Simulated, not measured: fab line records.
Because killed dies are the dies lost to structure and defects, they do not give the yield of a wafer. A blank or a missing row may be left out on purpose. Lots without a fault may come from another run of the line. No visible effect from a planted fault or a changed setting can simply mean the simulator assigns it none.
Shared-tool check -- flow n5_finfet -- Lots sampled 14, wafers sampled 42

## WHY THIS WAS OPENED
On 2 of the 14 lots, a flag is raised at N5_BEOL_M0_SAQP_THK_MEAS_05 on the reading thk_nm. Fault-free wafers read 59.4 nm, with a standard deviation of 0.69.
Rule: a lot gets a flag if all its wafers with a number sit over 4 standard deviations from that mean, or if no wafer of it has a number. The rest of the lots are taken to be sound.

lot,measured,on,"thk_nm (nm), wafer by wafer",flag
L429,day 5 16:18,film_metro-01,58.4 58.8 59.6,
L430,day 6 06:14,film_metro-02,59.0 60.7 60.2,
L432,day 6 09:28,film_metro-02,58.9 60.2 60.0,
L433,day 6 14:30,film_metro-01,59.6 59.3 61.1,
L434,day 6 22:08,film_metro-01,60.1 60.5 60.3,
L436,day 7 08:31,film_metro-01,59.9 59.1 59.9,
L437,day 7 15:51,film_metro-02,59.2 59.1 59.8,
L438,day 8 09:10,film_metro-01,59.3 60.5 61.0,
L444,day 9 09:48,film_metro-01,22.7 22.9 22.6,FLAGGED
L445,day 9 16:40,film_metro-01,23.2 23.1 22.9,FLAGGED
L448,day 10 11:13,film_metro-01,59.5 59.8 60.2,
L449,day 10 16:58,film_metro-01,58.9 58.2 60.2,
L450,day 10 22:40,film_metro-02,59.8 59.1 59.5,
L451,day 11 03:02,film_metro-01,59.5 60.5 60.1,
The numbers of the flagged lots are 22.9 nm on average: -36.5 nm against the usual, or -53 standard deviations.

## WHICH TOOL RAN EACH LOT
The record holds 4 process steps before the reading, out of a route of 1938 steps. Every cell lists first the tool, next ch and the chambers used by the sampled wafers, and last the start.
lot,flag,N5_MOL_CONTACT_COAG_VIA_ETCH_117,N5_MOL_CONTACT_COAG_STRIP_49,N5_MOL_CONTACT_COAG_CVD_140,N5_BEOL_M0_SAQP_PECVD_04
L429,,"rie_diel-04 ch 0,2, day 5 08:50","plasma_asher-02 ch 0,1, day 5 09:02","cvd_w-02 ch 0,1, day 5 09:19","pecvd-02 ch 0,1,2, day 5 16:12"
L430,,"rie_diel-04 ch 0,3, day 5 18:17","plasma_asher-02 ch 0,1, day 5 18:34","cvd_w-01 ch 0, day 5 18:50","pecvd-02 ch 0,1, day 6 06:06"
L432,,"rie_diel-04 ch 0,3, day 6 02:11","plasma_asher-02 ch 0,1, day 6 02:24","cvd_w-02 ch 0,1, day 6 02:40","pecvd-02 ch 0,1,2, day 6 09:23"
L433,,"rie_diel-05 ch 0,3, day 6 09:13","plasma_asher-02 ch 0, day 6 09:25","cvd_w-01 ch 0,1, day 6 09:41","pecvd-04 ch 0,1,2, day 6 14:24"
L434,,"rie_diel-01 ch 2,3, day 6 16:25","plasma_asher-02 ch 0,1, day 6 16:38","cvd_w-01 ch 0,1, day 6 16:59","pecvd-02 ch 1,2, day 6 22:02"
L436,,"rie_diel-01 ch 0,1,3, day 7 02:42","plasma_asher-01 ch 0,1, day 7 02:54","cvd_w-01 ch 0,1, day 7 03:11","pecvd-02 ch 0,1,2, day 7 08:25"
L437,,"rie_diel-05 ch 0,1,3, day 7 09:10","plasma_asher-01 ch 1, day 7 09:22","cvd_w-02 ch 1, day 7 09:38","pecvd-04 ch 0,2, day 7 15:45"
L438,,"rie_diel-04 ch 0,1,2, day 8 01:35","plasma_asher-02 ch 0,1, day 8 01:48","cvd_w-02 ch 0,1, day 8 02:08","pecvd-03 ch 0,2, day 8 09:04"
L444,FLAGGED,"rie_diel-01 ch 1,2,3, day 9 01:40","plasma_asher-01 ch 0,1, day 9 01:52","cvd_w-01 ch 0,1, day 9 02:09","pecvd-03 ch 0,1,2, day 9 09:43"
L445,FLAGGED,"rie_diel-01 ch 0,2,3, day 9 10:23","plasma_asher-02 ch 0,1, day 9 10:36","cvd_w-02 ch 0,1, day 9 11:09","pecvd-02 ch 0,1, day 9 16:34"
L448,,"rie_diel-04 ch 1,2, day 10 06:13","plasma_asher-01 ch 0,1, day 10 06:26","cvd_w-02 ch 0,1, day 10 06:47","pecvd-02 ch 0,1, day 10 11:07"
L449,,"rie_diel-05 ch 0,1,2, day 10 10:09","plasma_asher-02 ch 0,1, day 10 10:21","cvd_w-02 ch 0,1, day 10 10:38","pecvd-04 ch 0,2, day 10 16:53"
L450,,"rie_diel-05 ch 1,2,3, day 10 16:45","plasma_asher-01 ch 0,1, day 10 16:57","cvd_w-02 ch 0,1, day 10 17:14","pecvd-03 ch 0,1, day 10 22:34"
L451,,"rie_diel-01 ch 0,1,2, day 10 20:27","plasma_asher-01 ch 0,1, day 10 20:40","cvd_w-02 ch 0,1, day 10 21:01","pecvd-02 ch 0,1, day 11 02:56"
What the steps here do:
- N5_MOL_CONTACT_COAG_VIA_ETCH_117: etches SiO2 in C4F6/O2, target depth 40 nm, overetch 8 nm, time 26 s.
- N5_MOL_CONTACT_COAG_STRIP_49: strips in N2/H2, time 30 s.
- N5_MOL_CONTACT_COAG_CVD_140: deposits W, target thk 66.5 nm, time 215 s.
- N5_BEOL_M0_SAQP_PECVD_04: deposits a-Si from SiH4/He, target thk 60 nm, time 60.2 s.
- N5_BEOL_M0_SAQP_THK_MEAS_05

## FLAGGED AGAINST TOTAL, ONE TOOL AT A TIME (gauges that did the reading follow at the end)
step,tool,lots run,flagged,share of the flagged lots,sound lots run after its first flagged lot
N5_MOL_CONTACT_COAG_VIA_ETCH_117,rie_diel-01,5,2,all,1 (L451)
N5_MOL_CONTACT_COAG_VIA_ETCH_117,rie_diel-04,5,0,none,-
N5_MOL_CONTACT_COAG_VIA_ETCH_117,rie_diel-05,4,0,none,-
N5_MOL_CONTACT_COAG_STRIP_49,plasma_asher-01,6,1,some,"3 (L448,L450,L451)"
N5_MOL_CONTACT_COAG_STRIP_49,plasma_asher-02,8,1,some,1 (L449)
N5_MOL_CONTACT_COAG_CVD_140,cvd_w-01,5,1,some,0
N5_MOL_CONTACT_COAG_CVD_140,cvd_w-02,9,1,some,"4 (L448,L449,L450,L451)"
N5_BEOL_M0_SAQP_PECVD_04,pecvd-02,8,1,some,"2 (L448,L451)"
N5_BEOL_M0_SAQP_PECVD_04,pecvd-03,3,1,some,1 (L450)
N5_BEOL_M0_SAQP_PECVD_04,pecvd-04,3,0,none,-
N5_BEOL_M0_SAQP_THK_MEAS_05,film_metro-01,10,2,all,"3 (L448,L449,L451)"
N5_BEOL_M0_SAQP_THK_MEAS_05,film_metro-02,4,0,none,-

## WHAT THE TABLE PERMITS
2 rows of the table ran every flagged lot: rie_diel-01 at N5_MOL_CONTACT_COAG_VIA_ETCH_117, film_metro-01 at N5_BEOL_M0_SAQP_THK_MEAS_05.
- rie_diel-01 at N5_MOL_CONTACT_COAG_VIA_ETCH_117 ran 5 lots, 2 of them flagged. Sound lots followed the first flagged one (L451) on it, something a lasting fault affecting the whole tool could not allow.
- film_metro-01 at N5_BEOL_M0_SAQP_THK_MEAS_05 ran 10 lots, 2 of them flagged. Sound lots followed the first flagged one (L448, L449, L451) on it, something a lasting fault affecting the whole tool could not allow.
There is no row in the table that ran each flagged lot and no sound lot after the first.

## WHAT THE SIMULATOR HAD INSERTED
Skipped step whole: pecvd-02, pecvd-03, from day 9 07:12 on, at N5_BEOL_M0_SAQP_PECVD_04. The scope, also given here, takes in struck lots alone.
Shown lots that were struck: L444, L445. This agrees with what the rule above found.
